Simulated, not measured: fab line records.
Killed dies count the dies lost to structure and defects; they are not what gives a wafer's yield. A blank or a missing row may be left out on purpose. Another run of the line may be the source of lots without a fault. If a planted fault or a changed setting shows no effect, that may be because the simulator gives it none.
fab line records | flow nandHarc
[record] lots = 6 wafers = 18 lastDay = 23
route steps=1159 shown P_GATE@120 END@1159
lots that met no fault: from a run of the same line without faults
startH: hours from the record's first day to the start of the lot's first wafer shown | waitH: how many hours have passed since the lot's step before this one | " unchanged from the row above | L1.1+2: one row covering several wafers at once | - no value present, or no start provided | * or withheld: withheld | < > ~ a bound
route shown NAME@n: a module of which the file shows steps, and the number in the route of the first | usual: the fault-free wafers' mean and standard deviation | same: alike in all rows | chamber/n: place in a boat | sites: the reading at each site | _std_site: how widely they spread, as a standard deviation | _edge_site: mean of outer sites minus mean of inner sites | radiusMm: for every site, how far away it sits from the centre of the wafer | mask NAME#n: copy n | behind: tool/chamber where the wafer was last shaped | hold: why the lot was held/for how many hours/how that ended | device: which transistor (n, p or np) failed to switch | end of line: tests run on the same wafers once the route is complete | for a step that has no rows: nothing shown but its recipe | killed: the dies lost at the first sort to structure and to defects; this is not the yield of the wafer | map: a wafer's dies, x killed, . not, _ none there
set.NAME: setting as actually run; set.NAME@STEP: the setting as run at that earlier step | model.NAME: the simulator's own value behind a step, which no gauge read
a table for each step, a row for each wafer; lots at some steps of the route
services: the hour from which a tool's chamber was out of use, counted from the record's first day as startH (under 0 if before that day), plus the number of hours and why
[[steps]]
[step NHARC_P_GATE_PEB_09]
[recipe] pebTempC = 118 pebTimeS = 85
[step NHARC_P_GATE_DEVELOP_10]
[recipe] timeS = 70
[step NHARC_P_GATE_CD_MEAS_11]
[recipe] targetCdNm = 1640 landingEnergyEv = 500
[usual] cdNm = 1639.9/1.8
// columns lot.wafer tool chamber startH waitH cdNm
L774.3 cdSem-02 0 75.68 - 1638.6
L774.4 " 0 " " 1640.6
L774.6 " 0 " " 1639.6
L775.2 cdSem-03 0 80.43 - 1642.0
L775.5 " 0 " " 1642.8
L775.6 " 0 " " 1642.4
L778.2 cdSem-02 0 97.32 - 1641.2
L778.5 " 0 " " 1641.4
L778.6 " 0 " " 1641.5
L779.2 cdSem-01 0 102.80 - 1643.7
L779.5 " 0 " " 1640.8
L779.6 " 0 " " 1642.8
L789.1 cdSem-03 0 154.01 - 1641.0
L789.3 " 0 " " 1641.9
L789.5 " 0 " " 1642.0
L792.1 cdSem-01 0 184.71 - 1637.8
L792.2 " 0 " " 1637.9
L792.3 " 0 " " 1636.7
[step NHARC_P_GATE_HARDBAKE_12]
[recipe] tempC = 125 timeS = 80
[step NHARC_P_GATE_DESCUM_13]
[recipe] timeS = 3 o2FlowSccm = 200 arFlowSccm = 0 biasPowerW = 0 chemistry = O2
[usual] drypumpMotorCurrentA = 5.89/0.23 oesProductAu = 0.996/0.01 rfVppV = 57.8/0.91 showerheadPlenumPTorr = 1.89/0.09 throttleValvePct = 11.311/0.0099
// columns lot.wafer tool chamber startH waitH drypumpMotorCurrentA oesProductAu rfHoursCounterH rfVppV showerheadPlenumPTorr throttleValvePct
L774.4 rieDiel-01 1 75.83 - 5.84 1.019 30 58.1 1.88 11.322
L774.3 " 2 " " 6.20 1.001 37 56.6 1.85 11.292
L774.6 " 1 " " 5.82 1.014 - 58.1 1.88 11.319
L775.2 rieDiel-07 3 80.59 - 5.70 0.993 6 56.5 1.83 11.318
L775.6 " 3 " " 5.70 0.997 - 56.8 1.83 11.307
L775.5 " 0 " " 5.98 1.007 - 57.0 1.96 11.301
L778.2 rieDiel-07 0 97.47 - 5.95 1.000 10 58.8 1.96 11.321
L778.5 " 0 " " 5.95 1.000 - 58.5 1.96 11.323
L778.6 " 1 " " 5.67 0.983 - 58.5 2.06 11.320
L779.2 rieDiel-07 2 103.08 - 5.93 1.007 10 55.4 1.83 11.308
L779.6 " 2 " " 5.96 1.013 - 56.9 1.83 11.311
L779.5 " 3 " " 5.73 0.995 - 57.1 1.83 11.318
L789.3 rieDiel-03 2 154.17 - 6.31 1.002 38 58.1 1.79 11.307
L789.1 " 3 " " 6.16 0.998 41 58.1 1.91 11.323
L789.5 " 3 " " 6.17 1.002 - 58.8 1.91 11.330
L792.1 rieDiel-03 0 184.87 - 5.85 0.980 54 59.2 1.91 11.323
L792.3 " 1 " " 6.07 0.996 42 57.4 1.78 11.292
L792.2 " 2 " " 6.29 0.992 48 56.5 1.79 11.313
[step NHARC_P_GATE_ETCH_14]
[recipe] targetDepthA = 488 chemistry = dHF material = SiO2
[step NHARC_P_GATE_STRIP_15]
[recipe] timeS = 780 tempC = 130 chemistry = SPM
[step NHARC_P_GATE_PRECLEAN_71]
[recipe] timeS = * tempC = 50 bathAgeMin = 0 chemistry = SC1
[step NHARC_P_GATE_SRD_72]
[step NHARC_P_GATE_OXIDE_16]
[recipe] targetThkA = 30 tempC = 875 oxTimeS = 392 material = SiO2
[step NHARC_P_GATE_CVD_17]
[recipe] targetThkA = 1500 tempC = 620 timeS = 900 material = poly-Si
[step NHARC_P_GATE_HM_DEP_102]
[recipe] targetThkA = 1200 tempC = 400 material = aC
[usual] throttleValvePct = 35.000/0.01
// columns lot.wafer tool chamber startH waitH throttleValvePct
L774.3 aclDep-03 0 89.44 1.3 35.013
L774.4 " 0 " " 35.010
L774.6 " 0 " " 34.992
L775.2 aclDep-03 0 95.61 3.1 34.995
L775.5 " 0 " " 34.995
L775.6 " 0 " " 34.999
L778.2 aclDep-01 0 109.40 0.5 34.998
L778.5 " 0 " " 35.004
L778.6 " 0 " " 35.003
L779.2 aclDep-02 0 116.67 2.0 35.008
L779.5 " 0 " " 35.006
L779.6 " 0 " " 35.017
L789.1 aclDep-03 0 166.32 0.4 34.998
L789.3 " 0 " " 35.012
L789.5 " 0 " " 35.014
L792.1 aclDep-03 0 197.66 0.4 34.993
L792.2 " 0 " " 34.997
L792.3 " 0 " " 34.978
[step NHARC_P_GATE_DEP_103]
[recipe] targetThkA = 300 targetThkNm = 30 tempC = 400 flowSccm = 200 rfW = 350 material = SiON
[usual] heaterPowerW = 715/96 rfFwdPowerW = 348.6/1.1
// columns lot.wafer tool chamber startH waitH heaterPowerW rfFwdPowerW
L774.3 pecvd-02 0 89.92 0.4 738 349.5
L774.6 " 2 " " 633 348.7
L774.4 " 0 " " 724 347.1
L775.2 pecvd-02 1 96.25 0.5 688 347.3
L775.5 " 2 " " 605 348.6
L775.6 " 1 " " 674 348.0
L778.2 pecvd-04 0 110.00 0.5 717 349.4
L778.6 " 2 " " 737 347.4
L778.5 " 0 " " 705 349.4
L779.2 pecvd-01 1 117.30 0.5 869 349.1
L779.6 " 2 " " 616 349.3
L779.5 " 1 " " 890 348.4
L779.2 pecvd-01 1 117.66 0.3 900 347.9
L779.6 " 2 " " 615 347.8
L779.5 " 1 " " 876 346.8
L789.1 pecvd-02 1 166.98 0.6 648 350.1
L789.3 " 2 " " 634 350.5
L789.5 " 2 " " 647 349.8
L789.1 pecvd-02 1 167.43 0.4 633 348.5
L789.3 " 2 " " 634 347.5
L789.5 " 2 " " 649 349.4
L792.3 pecvd-01 2 198.31 0.3 616 348.5
L792.1 " 0 " " 837 348.5
L792.2 " 1 " " 820 350.0
[step NHARC_P_GATE_DEHYDRATE_18]
[recipe] tempC = 150 timeS = 120
[step NHARC_END_SORT_01]
[recipe] tempC = 25
[usual] killedAtArray = 27/9.3 killedAtOther = 0.9/1.3 killedAtPeriphery = 3.6/2.7 killedDies = 31/9.7 killedOpen = 3.3/1.8 killedShort = 2.0/1.5
[same] grossDies = 677
// columns lot.wafer tool chamber startH waitH killedAtArray killedAtOther killedAtPeriphery killedDies killedOpen killedShort
L779.2 prober-02 0 455.30 2.8 13 1 1 15 3 3
L779.5 prober-02 0 457.72 3.7 10 2 0 12 3 3
L779.6 prober-02 0 458.53 4.0 15 1 2 18 5 0
L774.3 prober-02 0 465.39 3.1 31 0 8 39 2 2
L774.4 prober-02 0 466.19 3.4 19 0 4 23 2 3
L774.6 prober-02 0 467.77 4.0 28 1 10 39 3 3
L789.1 prober-02 0 530.29 2.5 22 0 5 27 5 4
L789.3 prober-02 0 531.91 3.1 26 1 2 29 3 0
L789.5 prober-02 0 533.53 3.7 24 0 1 25 0 1
// killed by level:class
L779.2 A_ONON_D1:geometricParticle:short=2 A_CHANNEL_HOLE_D1:chamberFilmFlake=2 A_STAIRCASE:chamberFilmFlake=2 A_CONTACT:chamberFilmFlake=2 P_CONTACT:geometricParticle:open=1 A_CHANNEL_FILL_D1:geometricParticle:short=1 A_CONTACT:geometricParticle:open=1 A_M0:geometricParticle:open=1
L779.5 A_CHANNEL_FILL_D1:geometricParticle:short=2 A_CHANNEL_HOLE_D1:chamberFilmFlake=2 A_CONTACT:chamberFilmFlake=2 THIN_TSV:chamberFilmFlake=2 A_ONON_D1:geometricParticle:open=1 A_SGD_CUT:geometricParticle:short=1 A_SGD_CUT:geometricParticle:open=1 A_M0:geometricParticle:open=1
L779.6 A_STAIRCASE:chamberFilmFlake=4 A_CHANNEL_HOLE_D1:chamberFilmFlake=3 A_ONON_D1:geometricParticle:open=2 P_STI:chamberFilmFlake=2 A_SOURCE_PLATE:geometricParticle:open=1 A_BLC:geometricParticle:open=1 A_M0:geometricParticle:open=1 A_CHANNEL_FILL_D1:chamberFilmFlake=1
L774.3 A_SLIT:chamberFilmFlake=12 A_CHANNEL_HOLE_D1:chamberFilmFlake=6 A_CONTACT:chamberFilmFlake=6 P_ZERO_WELL:chamberFilmFlake=4 P_STI:chamberFilmFlake=4 A_CHANNEL_FILL_D1:geometricParticle:open=2 A_STAIRCASE:chamberFilmFlake=2 A_CHANNEL_FILL_D1:geometricParticle:short=1
L774.4 A_SLIT:chamberFilmFlake=8 A_CHANNEL_HOLE_D1:chamberFilmFlake=4 P_ZERO_WELL:chamberFilmFlake=3 A_CONTACT:chamberFilmFlake=2 A_CHANNEL_FILL_D1:geometricParticle:short=1 A_CONTACT:geometricParticle:open=1 A_BLC:geometricParticle:short=1 A_M1:geometricParticle:open=1
L774.6 A_SLIT:chamberFilmFlake=8 A_CONTACT:chamberFilmFlake=6 P_STI:chamberFilmFlake=5 A_STAIRCASE:chamberFilmFlake=5 A_CHANNEL_HOLE_D1:chamberFilmFlake=4 A_WL_FILL:geometricParticle:short=2 A_CONTACT:geometricParticle:open=2 P_ZERO_WELL:chamberFilmFlake=2
L789.1 A_SLIT:chamberFilmFlake=12 P_CONTACT:geometricParticle:short=2 A_CHANNEL_HOLE_D1:chamberFilmFlake=2 A_CONTACT:chamberFilmFlake=2 P_CONTACT:geometricParticle:open=1 P_M0:geometricParticle:open=1 A_CHANNEL_HOLE_D1:geometricParticle:short=1 A_SGD_CUT:geometricParticle:open=1
L789.3 A_SLIT:chamberFilmFlake=12 A_CHANNEL_HOLE_D1:chamberFilmFlake=7 A_CONTACT:chamberFilmFlake=3 A_WL_FILL:chamberFilmFlake=2 P_CONTACT:geometricParticle:open=1 A_SGD_CUT:geometricParticle:open=1 A_CONTACT:geometricParticle:open=1 P_M2:chamberFilmFlake=1
L789.5 A_SLIT:chamberFilmFlake=13 A_CHANNEL_HOLE_D1:chamberFilmFlake=6 A_CONTACT:chamberFilmFlake=2 A_M0:geometricParticle:short=1 P_GATE:chamberFilmFlake=1 A_STAIRCASE:chamberFilmFlake=1 A_WL_FILL:chamberFilmFlake=1
[[services]]
// columns tool chamber startH hours kind
rieDiel-03 - 54.75 1.4 repair
pecvd-01 - 56.00 13.0 pm
pecvd-01 0 56.00 13.0 ventCycle
pecvd-01 1 56.00 13.0 ventCycle
pecvd-01 2 56.00 13.0 ventCycle
rieDiel-07 0 60.22 - clean
rieDiel-07 1 60.22 - clean
rieDiel-07 2 60.22 - clean
rieDiel-07 3 60.22 - clean
rieDiel-01 0 63.09 3.3 repair
rieDiel-03 1 84.83 17.2 repair
aclDep-01 - 112.47 13.0 pm
rieDiel-07 2 113.00 2.9 repair
rieDiel-01 - 137.85 9.0 pm
pecvd-02 - 153.14 13.0 pm
pecvd-02 0 153.14 13.0 ventCycle
pecvd-02 1 153.14 13.0 ventCycle
pecvd-02 2 153.14 13.0 ventCycle
pecvd-02 0 166.14 - clean
pecvd-02 1 166.14 - clean
pecvd-02 2 166.14 - clean
aclDep-02 - 168.00 13.0 pm
pecvd-02 2 170.18 2.3 repair
pecvd-04 - 195.00 13.0 pm
[[key]]
[firstSign] step = NHARC_P_GATE_DEP_103 reading = visit direction = added
effect none on later readings
metAt NHARC_P_GATE_DEP_103
struckWafers L779.2,L779.5,L779.6,L789.1,L789.3,L789.5
testerLeftOut L779,L789
[fault] kind = repeatedStepWhole tool = pecvd-01,pecvd-02,pecvd-04 chamber = - onsetH = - steps = NHARC_P_GATE_DEP_103 times = 1 scope = struckLotsOnly
// testerLeftOut: of these lots the tester's yield and bins aren't shown, on N5 and GAA mostly nor the transistor test; their killed dies are dies lost to structure and defects alone, not to doping, threshold or leakage, so they don't give the yield
